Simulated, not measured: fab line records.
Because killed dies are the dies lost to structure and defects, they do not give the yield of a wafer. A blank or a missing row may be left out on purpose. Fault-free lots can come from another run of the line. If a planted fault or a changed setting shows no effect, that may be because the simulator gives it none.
fab line records	flow n5Finfet
[record] lots = 24	wafers = 72	lastDay = 17
route steps=1938 shown BEOL_M13@1676 BEOL_M14@1727
lots untouched by any fault: they come from a run of this same line in which no faults occurred
startH: hours from the record's first day to the start of the lot's first wafer shown	waitH: time in hours since the lot's previous step	" repeats the value in the row above	L1.1+2: several wafers, shown together as one row	- no value, or no start given	* or withheld: withheld	< > ~ a bound
route shown NAME@n: names a module that has steps shown in the file, with the first one's number in the route	usual: average and standard deviation across the fault-free wafers	same: alike in all rows	chamber/n: place in a boat	sites: each site's reading	_std_site: standard deviation of those values	_edge_site: mean of outer sites minus mean of inner sites	radiusMm: for every site, how far away it sits from the centre of the wafer	mask NAME#n: copy n	behind: the tool/chamber that last shaped the wafer	hold: why the lot went on hold/how many hours it stayed there/how the hold came to an end	device: names the non-switching transistor (n, p or np)	end of line: the route-end tests of the same wafers	for a step that has no rows: nothing shown but its recipe	killed: dies lost to structure and defects at the first sort, not the wafer's yield	map: dies across one wafer; x = killed, . = not, _ = none there
set.NAME: the setting as run; set.NAME@STEP: as run at that earlier step	model.NAME: the simulator's own value behind a step, which no gauge read
the route's steps for a sample of lots (tables are steps, rows are wafers)
services: from which hour (startH, from the record's first day; less than 0 if before it) a tool's chamber was out of use, for how many hours, and why
[[steps]]
[step N5_BEOL_M13_STRIP_64]
[recipe] chemistry = N2/H2	powerW = 1000	tempC = 250	h2Frac = 0.65	overashFraction = 0.3	pressureMtorr = withheld	n2FlowSccm = 1750	h2FlowSccm = 3250
[usual] drypumpMotorCurrentA = 5.64/0.23	heaterPowerW = 347/28	oesProductAu = 0.715/0.0047	stripTimeToEndpointS = 31.33/0.07
lot.wafer	tool	chamber	startH	waitH	drypumpMotorCurrentA	heaterPowerW	oesProductAu	rfHoursCounterH	stripTimeToEndpointS
L074.4	plasmaAsher-02	0	222.50	0.0	5.24	382	0.718	-	31.31
L074.5	"	1	"	"	5.73	307	0.711	-	31.34
L074.6	"	0	"	"	5.23	383	0.720	-	31.32
L075.1	plasmaAsher-02	0	238.48	0.0	5.25	381	0.717	64	31.25
L075.3	"	0	"	"	5.22	393	0.706	-	31.28
L075.6	"	0	"	"	5.23	386	0.711	-	31.29
L077.1	plasmaAsher-01	1	248.35	0.0	5.76	348	0.716	126	31.28
L077.2	"	0	"	"	5.83	361	0.721	126	31.32
L077.5	"	0	"	"	5.83	337	0.710	-	31.27
L076.1	plasmaAsher-01	1	251.29	0.0	5.77	338	0.718	127	31.23
L076.3	"	0	"	"	5.80	351	0.715	-	31.32
L076.5	"	0	"	"	5.83	354	0.720	-	31.26
L078.1	plasmaAsher-02	1	265.44	0.0	5.70	311	0.722	69	31.34
L078.3	"	1	"	"	5.68	312	0.709	-	31.30
L078.5	"	0	"	"	5.24	381	0.716	-	31.31
L080.1	plasmaAsher-01	0	271.22	0.0	5.84	350	0.716	131	31.44
L080.4	"	1	"	"	5.76	334	0.722	-	31.43
L080.6	"	0	"	"	5.84	344	0.713	-	31.45
L079.2	plasmaAsher-01	1	271.82	0.0	5.74	340	0.714	131	31.24
L079.4	"	1	"	"	5.75	354	0.711	-	31.34
L079.5	"	1	"	"	5.76	343	0.717	-	31.29
L081.3	plasmaAsher-02	0	272.12	0.0	5.22	387	0.725	-	31.34
L081.4	"	1	"	"	5.69	306	0.718	-	31.32
L081.5	"	1	"	"	5.73	304	0.720	-	31.32
L082.2	plasmaAsher-01	0	289.15	0.0	5.82	358	0.709	134	31.34
L082.3	"	1	"	"	5.74	331	0.716	-	31.28
L082.6	"	1	"	"	5.75	338	0.717	-	31.21
L083.3	plasmaAsher-02	0	295.60	0.0	5.22	396	0.719	-	31.42
L083.4	"	1	"	"	5.71	318	0.715	-	31.42
L083.5	"	1	"	"	5.72	307	0.705	-	31.39
L084.4	plasmaAsher-02	1	296.80	0.0	5.68	302	0.711	-	31.39
L084.5	"	0	"	"	5.24	385	0.705	-	31.35
L084.6	"	1	"	"	5.73	313	0.718	-	31.38
L085.2	plasmaAsher-01	0	301.56	0.0	5.82	354	0.716	138	31.29
L085.4	"	0	"	"	5.83	356	0.719	-	31.21
L085.5	"	1	"	"	5.75	347	0.719	-	31.20
L086.1	plasmaAsher-01	0	301.96	0.0	5.82	365	0.715	138	31.23
L086.2	"	1	"	"	5.76	343	0.714	138	31.31
L086.6	"	1	"	"	5.74	335	0.709	-	31.28
L087.1	plasmaAsher-01	1	307.40	0.0	5.74	344	0.717	140	31.29
L087.2	"	0	"	"	5.84	349	0.707	140	31.28
L087.3	"	1	"	"	5.74	345	0.719	-	31.34
L089.1	plasmaAsher-01	0	327.74	0.0	5.84	355	0.711	144	31.41
L089.3	"	1	"	"	5.74	340	0.717	-	31.36
L089.6	"	0	"	"	5.84	359	0.708	-	31.43
L088.1	plasmaAsher-01	1	328.49	0.0	5.76	335	0.712	144	31.39
L088.4	"	0	"	"	5.83	359	0.706	-	31.36
L088.5	"	1	"	"	5.76	338	0.712	-	31.50
L090.3	plasmaAsher-02	1	331.09	0.0	5.72	316	0.713	-	31.18
L090.4	"	0	"	"	5.23	376	0.711	-	31.30
L090.6	"	0	"	"	5.24	396	0.710	-	31.26
L091.1	plasmaAsher-02	1	349.01	0.0	5.69	311	0.716	83	31.34
L091.2	"	0	"	"	5.23	382	0.715	83	31.29
L091.6	"	0	"	"	5.23	389	0.714	-	31.40
L092.1	plasmaAsher-01	0	355.77	0.0	5.83	354	0.713	149	31.28
L092.2	"	1	"	"	5.76	339	0.716	149	31.37
L092.3	"	1	"	"	5.73	337	0.712	-	31.29
L095.1	plasmaAsher-02	0	363.56	0.0	5.22	384	0.717	86	31.39
L095.4	"	0	"	"	5.22	395	0.713	-	31.35
L095.5	"	0	"	"	5.22	384	0.718	-	31.37
L097.2	plasmaAsher-01	0	363.60	0.0	5.82	356	0.711	151	31.28
L097.3	"	1	"	"	5.74	345	0.710	-	31.31
L097.6	"	1	"	"	5.75	333	0.714	-	31.29
L094.1	plasmaAsher-02	1	368.98	0.0	5.66	315	0.720	87	31.33
L094.4	"	1	"	"	5.70	302	0.708	-	31.34
L094.6	"	1	"	"	5.66	311	0.715	-	31.31
L093.3	plasmaAsher-02	0	370.59	0.0	5.25	386	0.722	-	31.44
L093.4	"	1	"	"	5.68	311	0.704	-	31.45
L093.6	"	0	"	"	5.24	391	0.716	-	31.38
L096.3	plasmaAsher-01	1	383.63	0.0	5.74	350	0.727	-	31.44
L096.4	"	0	"	"	5.83	356	0.717	-	31.35
L096.6	"	1	"	"	5.76	341	0.709	-	31.34
[step N5_BEOL_M13_DESCUM_33]
[recipe] chemistry = O2	timeS = 7.9	sourcePowerW = 50	biasPowerW = 20	pressureMtorr = 20	rfFrequencyHz = 2.712e+07	tempC = 40	o2FlowSccm = 225
[usual] drypumpMotorCurrentA = 5.7/0.49	oesProductAu = 0.81/0.084	rfVppV = 242.7/1.4	showerheadPlenumPTorr = 2.06/0.06	throttleValvePct = 20.34/0.16
lot.wafer	tool	chamber	startH	waitH	drypumpMotorCurrentA	oesProductAu	rfHoursCounterH	rfVppV	showerheadPlenumPTorr	throttleValvePct
L074.4	rieDiel-01	1	223.68	0.7	5.8	0.76	161	241.8	2.00	20.13
L074.5	"	3	"	"	4.6	0.82	-	243.1	2.03	20.27
L074.6	"	2	"	"	5.0	0.82	-	242.3	2.04	20.26
L075.1	rieDiel-01	1	239.06	0.0	5.8	0.74	167	241.5	2.00	20.15
L075.3	"	3	"	"	4.7	0.81	109	241.3	2.03	20.28
L075.6	"	0	"	"	5.7	0.74	-	242.7	2.18	20.59
L077.1	rieDiel-01	0	249.04	0.0	5.7	0.73	170	246.4	2.17	20.59
L077.2	"	1	"	"	5.8	0.74	170	240.6	2.00	20.15
L077.5	"	2	"	"	5.0	0.79	-	243.0	2.04	20.27
L076.1	rieDiel-01	3	252.07	0.1	4.7	0.80	113	241.8	2.02	20.30
L076.3	"	1	"	"	5.8	0.73	171	242.2	2.00	20.16
L076.5	"	1	"	"	5.8	0.73	-	241.6	2.00	20.15
L078.1	rieDiel-06	2	266.12	0.0	5.7	0.67	246	242.7	2.06	20.26
L078.3	"	0	"	"	5.8	0.91	42	241.5	2.05	20.23
L078.5	"	3	"	"	5.9	0.81	-	243.3	2.03	20.25
L080.1	rieDiel-02	3	272.14	0.3	5.6	0.67	231	243.8	2.15	20.47
L080.4	"	1	"	"	6.1	0.91	28	243.1	2.04	20.28
L080.6	"	2	"	"	6.0	0.90	-	242.4	2.05	20.46
L079.2	rieDiel-06	0	272.56	0.1	5.8	0.89	44	242.6	2.05	20.24
L079.4	"	1	"	"	6.6	0.85	75	245.4	2.20	20.43
L079.5	"	0	"	"	5.8	0.88	-	242.8	2.05	20.24
L081.3	rieDiel-02	0	272.94	0.2	5.9	0.69	247	243.5	2.06	20.53
L081.4	"	3	"	"	5.6	0.67	231	243.9	2.15	20.47
L081.5	"	1	"	"	6.0	0.91	-	244.2	2.04	20.29
L082.2	rieDiel-02	2	290.37	0.5	6.0	0.89	47	242.7	2.05	20.47
L082.3	"	3	"	"	5.6	0.67	239	244.4	2.15	20.49
L082.6	"	3	"	"	5.6	0.67	-	243.6	2.15	20.49
L083.3	rieDiel-01	1	296.14	0.0	5.8	0.72	188	241.3	1.99	20.18
L083.4	"	1	"	"	5.7	0.72	-	242.4	1.99	20.17
L083.5	"	0	"	"	5.8	0.72	-	244.7	2.17	20.63
L084.4	rieDiel-02	2	297.36	0.0	6.0	0.89	-	242.9	2.05	20.47
L084.5	"	1	"	"	6.1	0.89	-	242.5	2.04	20.31
L084.6	"	3	"	"	5.6	0.67	-	243.4	2.15	20.50
L085.2	rieDiel-06	3	302.12	0.0	5.9	0.80	88	241.5	2.03	20.26
L085.4	"	1	"	"	6.6	0.84	80	245.1	2.20	20.43
L085.5	"	3	"	"	5.9	0.80	-	242.6	2.03	20.25
L086.1	rieDiel-01	1	302.52	0.0	5.8	0.72	191	242.5	1.99	20.18
L086.2	"	3	"	"	4.7	0.80	131	241.3	2.02	20.31
L086.6	"	3	"	"	4.7	0.78	-	242.7	2.02	20.31
L087.1	rieDiel-02	2	308.09	0.0	6.0	0.87	53	242.3	2.05	20.48
L087.2	"	1	"	"	6.1	0.88	43	242.1	2.04	20.31
L087.3	"	3	"	"	5.6	0.67	245	244.3	2.15	20.50
L089.1	rieDiel-06	0	329.18	0.9	5.8	0.86	59	243.0	2.05	20.26
L089.3	"	2	"	"	5.7	0.95	1	242.5	2.06	19.86
L089.6	"	1	"	"	6.6	0.83	-	246.0	2.19	20.45
L088.1	rieDiel-01	3	329.63	0.6	4.7	0.77	140	241.2	2.02	20.34
L088.4	"	2	"	"	4.9	0.77	117	243.8	2.03	20.30
L088.5	"	3	"	"	4.7	0.78	-	241.0	2.01	20.31
L090.3	rieDiel-02	0	331.63	0.0	5.9	0.98	5	243.1	2.05	20.14
L090.4	"	2	"	"	6.0	0.87	-	240.9	2.04	20.51
L090.6	"	1	"	"	6.0	0.88	-	243.5	2.03	20.32
L091.1	rieDiel-01	0	349.58	0.0	5.7	0.70	205	245.4	2.16	20.64
L091.2	"	2	"	"	4.9	0.76	123	242.2	2.03	20.33
L091.6	"	3	"	"	4.7	0.77	-	241.5	2.01	20.33
L092.1	rieDiel-02	3	356.41	0.1	5.6	0.98	2	245.9	2.14	20.17
L092.2	"	1	"	"	6.0	0.87	58	242.0	2.03	20.33
L092.3	"	0	"	"	6.0	0.96	13	242.4	2.05	20.15
L095.1	rieDiel-02	2	364.27	0.1	6.0	0.86	70	240.6	2.04	20.51
L095.4	"	2	"	"	6.0	0.86	-	242.1	2.04	20.52
L095.5	"	0	"	"	5.9	0.94	-	242.3	2.05	20.15
L097.2	rieDiel-06	1	364.68	0.3	6.6	0.82	100	245.5	2.19	20.45
L097.3	"	2	"	"	5.7	0.91	11	241.1	2.05	19.89
L097.6	"	1	"	"	6.6	0.82	-	244.4	2.19	20.46
L094.1	rieDiel-02	2	369.54	0.0	6.0	0.86	72	241.7	2.04	20.51
L094.4	"	0	"	"	5.9	0.94	-	242.2	2.05	20.17
L094.6	"	2	"	"	6.0	0.86	-	242.9	2.04	20.50
L093.3	rieDiel-01	0	371.40	0.3	5.7	0.70	212	242.9	2.16	20.65
L093.4	"	1	"	"	5.8	0.70	212	240.5	1.99	20.21
L093.6	"	2	"	"	4.9	0.76	-	240.8	2.03	20.32
L096.3	rieDiel-01	0	384.30	0.0	5.7	0.70	214	244.8	2.16	20.67
L096.4	"	2	"	"	5.0	0.76	134	241.9	2.02	20.34
L096.6	"	2	"	"	5.0	0.76	-	241.2	2.02	20.34
[step N5_BEOL_M13_TRENCH_ETCH_34]
[recipe] chemistry = C4F8/O2/Ar	target = SiOC	targetDepthA = 4134.7	maskMaterial = SOC	pressureMtorr = 30	sourceW = 3000	biasW = 700	Ar_flow_sccm = 400	C4F8_flow_sccm = 15	O2_flow_sccm = 8	heInnerTorr = 15	heOuterTorr = 30	timeS = 162.6	ionEnergyEv = 250
[usual] drypumpMotorCurrentA = 5.7/0.49	heInnerTorr = 15.00/0.034	oesProductAu = 0.80/0.082	rfVppV = 664.2/2.8	showerheadPlenumPTorr = 3.36/0.098	throttleValvePct = 24.08/0.2
lot.wafer	tool	chamber	startH	waitH	drypumpMotorCurrentA	heInnerTorr	oesProductAu	rfHoursCounterH	rfVppV	showerheadPlenumPTorr	throttleValvePct
L074.4	rieDiel-01	1	224.08	0.0	5.8	15.04	0.74	161	661.4	3.27	23.82
L074.5	"	3	"	"	4.7	15.01	0.82	-	662.4	3.29	23.89
L074.6	"	2	"	"	5.0	15.02	0.80	-	663.5	3.32	23.93
L075.1	rieDiel-01	1	239.46	0.0	5.8	14.98	0.74	167	660.6	3.27	23.84
L075.3	"	3	"	"	4.7	14.97	0.81	110	661.3	3.29	23.90
L075.6	"	0	"	"	5.8	14.98	0.74	-	670.8	3.56	24.46
L077.1	rieDiel-01	0	249.44	0.0	5.8	15.00	0.73	170	670.3	3.55	24.47
L077.2	"	1	"	"	5.7	15.02	0.73	170	662.3	3.27	23.84
L077.5	"	2	"	"	5.0	14.98	0.80	-	663.3	3.31	23.93
L076.1	rieDiel-01	3	252.47	0.0	4.7	14.97	0.80	114	662.5	3.29	23.89
L076.3	"	1	"	"	5.8	15.00	0.73	172	662.3	3.27	23.83
L076.5	"	1	"	"	5.8	14.97	0.73	-	662.0	3.27	23.86
L078.1	rieDiel-06	2	266.52	0.0	5.6	14.99	0.67	246	664.2	3.36	23.95
L078.3	"	0	"	"	5.8	14.94	0.89	42	664.1	3.34	23.91
L078.5	"	3	"	"	5.9	14.96	0.81	-	661.6	3.32	23.97
L080.1	rieDiel-02	3	272.55	0.0	5.6	15.01	0.67	231	668.1	3.49	24.17
L080.4	"	1	"	"	6.1	15.01	0.91	28	660.9	3.36	24.17
L080.6	"	2	"	"	6.0	14.97	0.89	-	662.5	3.33	24.14
L079.2	rieDiel-06	0	272.96	0.0	5.8	14.96	0.89	44	663.9	3.34	23.92
L079.4	"	1	"	"	6.6	14.95	0.84	75	669.6	3.59	24.24
L079.5	"	0	"	"	5.8	14.95	0.89	-	663.0	3.34	23.93
L081.3	rieDiel-02	0	273.34	0.0	6.0	15.03	0.69	247	665.7	3.37	24.30
L081.4	"	3	"	"	5.6	15.07	0.68	232	669.6	3.49	24.16
L081.5	"	1	"	"	6.1	15.09	0.91	-	663.5	3.36	24.18
L082.2	rieDiel-02	2	290.77	0.0	6.0	15.08	0.89	47	663.9	3.33	24.16
L082.3	"	3	"	"	5.6	14.99	0.67	239	667.2	3.49	24.17
L082.6	"	3	"	"	5.6	14.94	0.67	-	668.7	3.49	24.16
L083.3	rieDiel-01	1	296.55	0.0	5.8	15.03	0.72	189	661.7	3.26	23.85
L083.4	"	1	"	"	5.7	15.04	0.72	-	662.6	3.26	23.86
L083.5	"	0	"	"	5.7	14.99	0.71	-	670.7	3.54	24.47
L084.4	rieDiel-02	2	297.81	0.1	6.0	15.04	0.88	-	662.7	3.33	24.16
L084.5	"	1	"	"	6.1	15.06	0.88	-	664.1	3.35	24.17
L084.6	"	3	"	"	5.6	15.00	0.67	-	668.1	3.49	24.17
L085.2	rieDiel-06	3	302.53	0.0	5.9	14.99	0.80	89	662.9	3.32	23.97
L085.4	"	1	"	"	6.6	14.97	0.83	80	669.8	3.59	24.26
L085.5	"	3	"	"	5.9	15.00	0.81	-	662.9	3.32	24.00
L086.1	rieDiel-01	1	302.93	0.0	5.8	14.99	0.72	191	662.2	3.26	23.86
L086.2	"	3	"	"	4.7	15.07	0.79	131	661.2	3.28	23.93
L086.6	"	3	"	"	4.7	15.06	0.79	-	663.4	3.28	23.93
L087.1	rieDiel-02	2	308.49	0.0	6.0	15.04	0.88	54	662.9	3.33	24.15
L087.2	"	1	"	"	6.1	14.96	0.88	43	663.3	3.35	24.18
L087.3	"	3	"	"	5.6	15.02	0.66	245	667.5	3.49	24.18
L089.1	rieDiel-06	0	329.58	0.0	5.8	14.99	0.86	59	663.5	3.33	23.95
L089.3	"	2	"	"	5.7	14.96	0.96	2	664.2	3.36	23.61
L089.6	"	1	"	"	6.6	15.02	0.82	-	670.2	3.58	24.27
L088.1	rieDiel-01	3	330.03	0.0	4.7	14.99	0.78	140	662.7	3.27	23.95
L088.4	"	2	"	"	5.0	15.01	0.77	117	662.3	3.30	23.98
L088.5	"	3	"	"	4.7	14.97	0.79	-	663.6	3.27	23.95
L090.3	rieDiel-02	0	332.03	0.0	6.0	15.02	0.97	5	663.8	3.37	24.00
L090.4	"	2	"	"	6.0	15.01	0.86	-	662.9	3.32	24.15
L090.6	"	1	"	"	6.0	15.07	0.87	-	663.5	3.35	24.20
L091.1	rieDiel-01	0	349.98	0.0	5.7	14.96	0.70	205	668.3	3.54	24.50
L091.2	"	2	"	"	4.9	15.00	0.77	124	663.3	3.30	23.99
L091.6	"	3	"	"	4.7	14.96	0.77	-	662.6	3.27	23.93
L092.1	rieDiel-02	3	356.81	0.0	5.6	14.99	0.96	2	668.1	3.48	23.92
L092.2	"	1	"	"	6.1	14.97	0.86	58	664.0	3.34	24.21
L092.3	"	0	"	"	5.9	15.01	0.95	13	664.6	3.36	23.99
L095.1	rieDiel-02	2	364.67	0.0	6.0	14.94	0.86	71	662.1	3.32	24.18
L095.4	"	2	"	"	6.0	14.96	0.85	-	662.6	3.32	24.17
L095.5	"	0	"	"	6.0	15.04	0.94	-	662.7	3.36	23.99
L097.2	rieDiel-06	1	365.08	0.0	6.6	15.02	0.82	101	669.4	3.58	24.30
L097.3	"	2	"	"	5.6	15.00	0.91	12	663.7	3.35	23.63
L097.6	"	1	"	"	6.6	15.00	0.81	-	669.1	3.58	24.30
L094.1	rieDiel-02	2	369.94	0.0	6.0	14.99	0.85	72	662.3	3.32	24.17
L094.4	"	0	"	"	5.9	14.99	0.93	-	663.7	3.36	24.01
L094.6	"	2	"	"	6.0	15.03	0.85	-	663.5	3.32	24.17
L093.3	rieDiel-01	0	371.80	0.0	5.7	15.04	0.69	212	669.2	3.53	24.51
L093.4	"	1	"	"	5.8	15.01	0.71	212	659.7	3.25	23.89
L093.6	"	2	"	"	5.0	15.07	0.75	-	662.9	3.30	24.00
L096.3	rieDiel-01	0	384.71	0.0	5.8	14.95	0.70	215	668.5	3.53	24.54
L096.4	"	2	"	"	5.0	15.02	0.76	134	660.5	3.29	24.01
L096.6	"	2	"	"	5.0	15.02	0.77	-	663.2	3.29	24.00
[step N5_BEOL_M13_ANNEAL_48]
[recipe] tempC = 225	timeS = 90	ambient = N2
[usual] wafer_temp_C_max = 226.0/0.4
lot.wafer	tool	chamber	startH	waitH	wafer_temp_C_max
L074.4	rtpAnneal-02	0	226.08	0.2	226.2
L074.5	"	0	"	"	225.9
L074.6	"	0	"	"	226.1
L075.1	rtpAnneal-01	0	242.45	0.1	225.3
L075.3	"	0	"	"	225.4
L075.6	"	0	"	"	225.3
L077.1	rtpAnneal-02	0	252.79	0.1	226.5
L077.2	"	0	"	"	226.6
L077.5	"	0	"	"	226.4
L076.1	rtpAnneal-02	0	254.01	0.1	226.5
L076.3	"	0	"	"	226.2
L076.5	"	0	"	"	225.9
L078.1	rtpAnneal-02	0	269.37	0.1	226.4
L078.3	"	0	"	"	226.5
L078.5	"	0	"	"	226.4
L080.1	rtpAnneal-01	0	274.53	0.8	226.0
L080.4	"	0	"	"	225.5
L080.6	"	0	"	"	225.7
L079.2	rtpAnneal-01	0	274.84	1.0	225.9
L079.4	"	0	"	"	225.5
L079.5	"	0	"	"	225.8
L081.3	rtpAnneal-02	0	275.08	0.8	226.0
L081.4	"	0	"	"	226.3
L081.5	"	0	"	"	226.5
L082.2	rtpAnneal-02	0	293.91	0.2	226.6
L082.3	"	0	"	"	226.3
L082.6	"	0	"	"	226.6
L083.3	rtpAnneal-02	0	300.47	0.2	226.3
L083.4	"	0	"	"	226.6
L083.5	"	0	"	"	226.7
L084.4	rtpAnneal-01	0	300.92	0.2	225.8
L084.5	"	0	"	"	225.9
L084.6	"	0	"	"	225.8
L086.1	rtpAnneal-01	0	306.19	0.1	225.8
L086.2	"	0	"	"	225.8
L086.6	"	0	"	"	225.9
L085.2	rtpAnneal-01	0	306.88	0.2	226.0
L085.4	"	0	"	"	225.8
L085.5	"	0	"	"	225.9
L087.1	rtpAnneal-02	0	314.74	0.1	225.8
L087.2	"	0	"	"	226.0
L087.3	"	0	"	"	226.3
L089.1	rtpAnneal-02	0	332.42	0.1	226.0
L089.3	"	0	"	"	225.6
L089.6	"	0	"	"	226.1
L088.1	rtpAnneal-01	0	333.40	0.1	225.7
L088.4	"	0	"	"	225.4
L088.5	"	0	"	"	225.9
L090.3	rtpAnneal-01	0	334.57	0.2	225.3
L090.4	"	0	"	"	225.8
L090.6	"	0	"	"	225.6
L091.1	rtpAnneal-02	0	354.12	0.5	225.8
L091.2	"	0	"	"	226.7
L091.6	"	0	"	"	226.2
L092.1	rtpAnneal-01	0	358.16	0.1	225.7
L092.2	"	0	"	"	225.5
L092.3	"	0	"	"	226.0
L095.1	rtpAnneal-01	0	366.21	0.1	225.8
L095.4	"	0	"	"	225.7
L095.5	"	0	"	"	225.9
L094.1	rtpAnneal-01	0	374.30	0.1	226.5
L094.4	"	0	"	"	225.8
L094.6	"	0	"	"	226.1
L097.2	rtpAnneal-02	0	376.75	0.2	225.8
L097.3	"	0	"	"	226.0
L097.6	"	0	"	"	226.0
L093.3	rtpAnneal-02	0	377.51	0.3	226.3
L093.4	"	0	"	"	226.0
L093.6	"	0	"	"	226.2
L096.3	rtpAnneal-01	0	385.88	0.2	225.6
L096.4	"	0	"	"	225.5
L096.6	"	0	"	"	225.7
[step N5_BEOL_M13_THK_MEAS_50]
[recipe] thkMeasGauge = xrf	reads = Cu_of_BEOL_M13_ECD_47
[usual] M13_THK = 423/5.5
lot.wafer	tool	chamber	startH	waitH	M13_THK[nm]
L074.4	filmMetro-02	-	226.56	-	415
L074.5	"	-	"	"	429
L074.6	"	-	"	"	426
L075.1	filmMetro-02	-	243.04	-	418
L075.3	"	-	"	"	425
L075.6	"	-	"	"	420
L077.1	filmMetro-01	-	253.38	-	420
L077.2	"	-	"	"	416
L077.5	"	-	"	"	425
L076.1	filmMetro-02	-	254.71	-	425
L076.3	"	-	"	"	417
L076.5	"	-	"	"	416
L078.1	filmMetro-01	-	269.96	-	412
L078.3	"	-	"	"	420
L078.5	"	-	"	"	417
L080.1	filmMetro-01	-	275.13	-	418
L080.4	"	-	"	"	426
L080.6	"	-	"	"	428
L079.2	filmMetro-01	-	275.40	-	418
L079.4	"	-	"	"	416
L079.5	"	-	"	"	420
L081.3	filmMetro-02	-	275.60	-	427
L081.4	"	-	"	"	427
L081.5	"	-	"	"	436
L082.2	filmMetro-01	-	294.47	-	429
L082.3	"	-	"	"	419
L082.6	"	-	"	"	419
L083.3	filmMetro-02	-	301.03	-	428
L083.4	"	-	"	"	424
L083.5	"	-	"	"	426
L084.4	filmMetro-01	-	301.38	-	431
L084.5	"	-	"	"	428
L084.6	"	-	"	"	421
L086.1	filmMetro-01	-	306.79	-	416
L086.2	"	-	"	"	425
L086.6	"	-	"	"	424
L085.2	filmMetro-01	-	307.43	-	426
L085.4	"	-	"	"	426
L085.5	"	-	"	"	426
L087.1	filmMetro-01	-	315.33	-	431
L087.2	"	-	"	"	429
L087.3	"	-	"	"	418
L089.1	filmMetro-02	-	333.01	-	424
L089.3	"	-	"	"	428
L089.6	"	-	"	"	419
L088.1	filmMetro-02	-	333.99	-	432
L088.4	"	-	"	"	429
L088.5	"	-	"	"	435
L090.3	filmMetro-01	-	335.07	-	430
L090.4	"	-	"	"	425
L090.6	"	-	"	"	424
L091.1	filmMetro-02	-	354.72	-	421
L091.2	"	-	"	"	423
L091.6	"	-	"	"	424
L092.1	filmMetro-01	-	358.75	-	419
L092.2	"	-	"	"	421
L092.3	"	-	"	"	426
L095.1	filmMetro-01	-	366.81	-	432
L095.4	"	-	"	"	430
L095.5	"	-	"	"	430
L094.1	filmMetro-01	-	374.89	-	418
L094.4	"	-	"	"	419
L094.6	"	-	"	"	423
L097.2	filmMetro-01	-	377.32	-	424
L097.3	"	-	"	"	427
L097.6	"	-	"	"	424
L093.3	filmMetro-01	-	378.03	-	414
L093.4	"	-	"	"	412
L093.6	"	-	"	"	415
L096.3	filmMetro-01	-	386.38	-	422
L096.4	"	-	"	"	424
L096.6	"	-	"	"	426
[step N5_BEOL_M14_OVL_MEAS_11]
[recipe] pointsPerWafer = 44
[usual] V13_OVL = -2/6.3
lot.wafer	tool	chamber	startH	waitH	V13_OVL[nm]
L074.4	overlay-01	0	227.52	0.0	-3
L074.5	"	0	"	"	3
L074.6	"	0	"	"	-1
L075.1	overlay-02	0	243.76	0.0	-6
L075.3	"	0	"	"	-4
L075.6	"	0	"	"	3
L077.1	overlay-02	0	254.10	0.0	-2
L077.2	"	0	"	"	-4
L077.5	"	0	"	"	-5
L076.1	overlay-02	0	255.43	0.0	-8
L076.3	"	0	"	"	9
L076.5	"	0	"	"	-7
L078.1	overlay-01	0	270.68	0.0	-1
L078.3	"	0	"	"	0
L078.5	"	0	"	"	6
L080.1	overlay-01	0	275.85	0.0	-2
L080.4	"	0	"	"	-2
L080.6	"	0	"	"	0
L079.2	overlay-01	0	276.24	0.0	-15
L079.4	"	0	"	"	-7
L079.5	"	0	"	"	-2
L081.3	overlay-01	0	276.44	0.0	-13
L081.4	"	0	"	"	-10
L081.5	"	0	"	"	-11
L082.2	overlay-01	0	295.31	0.0	1
L082.3	"	0	"	"	2
L082.6	"	0	"	"	3
L083.3	overlay-02	0	301.98	0.0	3
L083.4	"	0	"	"	-7
L083.5	"	0	"	"	-10
L084.4	overlay-01	0	302.17	0.0	0
L084.5	"	0	"	"	-16
L084.6	"	0	"	"	0
L086.1	overlay-02	0	307.50	0.0	1
L086.2	"	0	"	"	7
L086.6	"	0	"	"	8
L085.2	overlay-01	0	308.27	0.0	3
L085.4	"	0	"	"	0
L085.5	"	0	"	"	1
L087.1	overlay-01	0	316.19	0.0	-12
L087.2	"	0	"	"	-15
L087.3	"	0	"	"	-4
L089.1	overlay-01	0	333.73	0.0	-5
L089.3	"	0	"	"	-3
L089.6	"	0	"	"	-2
L088.1	overlay-02	0	334.71	0.0	2
L088.4	"	0	"	"	-7
L088.5	"	0	"	"	-1
L090.3	overlay-01	0	335.79	0.0	-9
L090.4	"	0	"	"	0
L090.6	"	0	"	"	-6
L091.1	overlay-02	0	355.43	0.0	-8
L091.2	"	0	"	"	-1
L091.6	"	0	"	"	-3
L092.1	overlay-01	0	359.47	0.0	-1
L092.2	"	0	"	"	-4
L092.3	"	0	"	"	2
L095.1	overlay-02	0	367.54	0.0	2
L095.4	"	0	"	"	-2
L095.5	"	0	"	"	3
L094.1	overlay-01	0	375.76	0.0	10
L094.4	"	0	"	"	2
L094.6	"	0	"	"	-1
L097.2	overlay-02	0	378.04	0.0	6
L097.3	"	0	"	"	-1
L097.6	"	0	"	"	7
L093.3	overlay-02	0	378.75	0.0	5
L093.4	"	0	"	"	5
L093.6	"	0	"	"	12
L096.3	overlay-02	0	387.18	0.0	-2
L096.4	"	0	"	"	-15
L096.6	"	0	"	"	-13
[[services]]
tool	chamber	startH	hours	kind
rieDiel-02	-	215.56	14.6	pm
rieDiel-01	-	231.04	0.4	repair
rieDiel-06	-	276.05	14.6	pm
rieDiel-02	-	279.98	0.2	repair
rieDiel-02	0	283.46	-	clean
rieDiel-02	0	283.46	-	consumableReplace:focusRing
rieDiel-02	0	283.46	27.3	scheduledDown
rieDiel-02	0	283.46	27.3	ventCycle
plasmaAsher-02	-	298.53	11.6	pm
rieDiel-06	2	307.59	1.2	repair
rieDiel-06	2	308.94	-	clean
rieDiel-06	2	308.94	-	consumableReplace:focusRing
rieDiel-06	2	308.94	16.3	scheduledDown
rieDiel-02	0	316.35	5.3	repair
plasmaAsher-02	-	320.96	0.4	repair
rieDiel-02	3	326.91	-	clean
rieDiel-02	3	326.91	-	consumableReplace:focusRing
rieDiel-02	3	326.91	21.4	scheduledDown
rieDiel-02	3	326.91	21.4	ventCycle
rieDiel-06	2	335.32	3.3	repair
rtpAnneal-02	-	349.78	3.7	pm
rieDiel-02	3	363.11	7.7	repair
plasmaAsher-01	-	368.04	14.6	pm
plasmaAsher-02	-	383.01	0.8	repair
[[key]]
fault none
